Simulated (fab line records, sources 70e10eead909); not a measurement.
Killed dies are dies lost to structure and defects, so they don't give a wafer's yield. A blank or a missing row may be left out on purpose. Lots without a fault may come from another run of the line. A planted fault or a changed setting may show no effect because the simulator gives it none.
Which tool did it? | flow nand_harc | 13 lots, 39 wafers sampled, at 2 steps of a route of 1302

WHAT THE GAUGES READ, wafer by wafer
NHARC_A_CHANNEL_HOLE_D1_CD_MEAS_30.
lot  | measured     | on        | cd_nm (nm)
L744 | day 9 10:52  | cd_sem-02 | 89.7 88.4 89.9
L745 | day 9 18:32  | cd_sem-03 | 88.9 88.0 89.4
L755 | day 13 14:51 | cd_sem-01 | 87.5 88.1 89.2
L756 | day 14 13:18 | cd_sem-03 | 89.1 89.6 88.7
L758 | day 15 01:25 | cd_sem-02 | 89.0 89.7 90.5
L759 | day 15 21:17 | cd_sem-03 | 90.2 88.9 88.4
L760 | day 15 21:33 | cd_sem-02 | 91.3 92.5 91.2
L761 | day 16 11:42 | cd_sem-02 | 90.1 91.2 91.8
L762 | day 17 04:46 | cd_sem-02 | 89.7 92.5 91.5
L763 | day 17 08:56 | cd_sem-02 | 91.1 90.8 90.2
L764 | day 17 20:33 | cd_sem-02 | 90.2 91.2 91.0
L765 | day 18 08:02 | cd_sem-03 | 88.4 88.6 90.7
L766 | day 18 15:16 | cd_sem-03 | 88.3 88.9 89.2

NHARC_A_CHANNEL_HOLE_D1_INSPECT_40.
lot  | measured     | on                | raw_defect_count
L744 | day 9 11:03  | defect_inspect-01 | 45 70 60
L745 | day 9 18:43  | defect_inspect-02 | 94 120 119
L755 | day 13 15:02 | defect_inspect-02 | 58 55 66
L756 | day 14 13:29 | defect_inspect-01 | 80 81 88
L758 | day 15 01:36 | defect_inspect-02 | 80 78 65
L759 | day 15 21:28 | defect_inspect-01 | 93 101 86
L760 | day 15 21:44 | defect_inspect-01 | 58 59 58
L761 | day 16 11:53 | defect_inspect-01 | 56 58 57
L762 | day 17 04:57 | defect_inspect-02 | 65 48 51
L763 | day 17 09:07 | defect_inspect-02 | 76 96 70
L764 | day 17 20:44 | defect_inspect-01 | 41 55 40
L765 | day 18 08:13 | defect_inspect-01 | 69 65 79
L766 | day 18 15:28 | defect_inspect-01 | 51 59 73

WHICH TOOL RAN EACH LOT (tool, then ch and the chambers of the sampled wafers, then the start)
The record holds no process step before these readings.

WHAT THE TOOLS THEMSELVES READ (means of the sampled wafers that have a number; where no wafer has one, the mark that the record gives instead)
The record holds no such reading with a usual standard deviation.

THE ANSWER, worked out from the rows above alone
Rule: what is usual is taken from the lots themselves. Put in order of their means at a reading, lots are off if they are a third of the lots or fewer, leave a main group of 4 or more, and stand apart from it by a gap of 3 or more times the standard deviation of the main group's means; of several such gaps the widest counts. A main group whose means are all the same, to the digits that the tables above print for the reading, isn't used. A lot without any number at a reading at which 4 lots or more have one is off too. The other lots that the step has rows for count as sound. The gauges are gone through in route order, then the tools' own readings, and for those a lot's mean is taken as printed above. The first step at which some lot is off is used, and at that step the reading that is off furthest; a lot without a number counts as furthest.
No lot is off at any reading shown: from this, nothing can be told.

WHAT THE SIMULATOR HAD PUT IN
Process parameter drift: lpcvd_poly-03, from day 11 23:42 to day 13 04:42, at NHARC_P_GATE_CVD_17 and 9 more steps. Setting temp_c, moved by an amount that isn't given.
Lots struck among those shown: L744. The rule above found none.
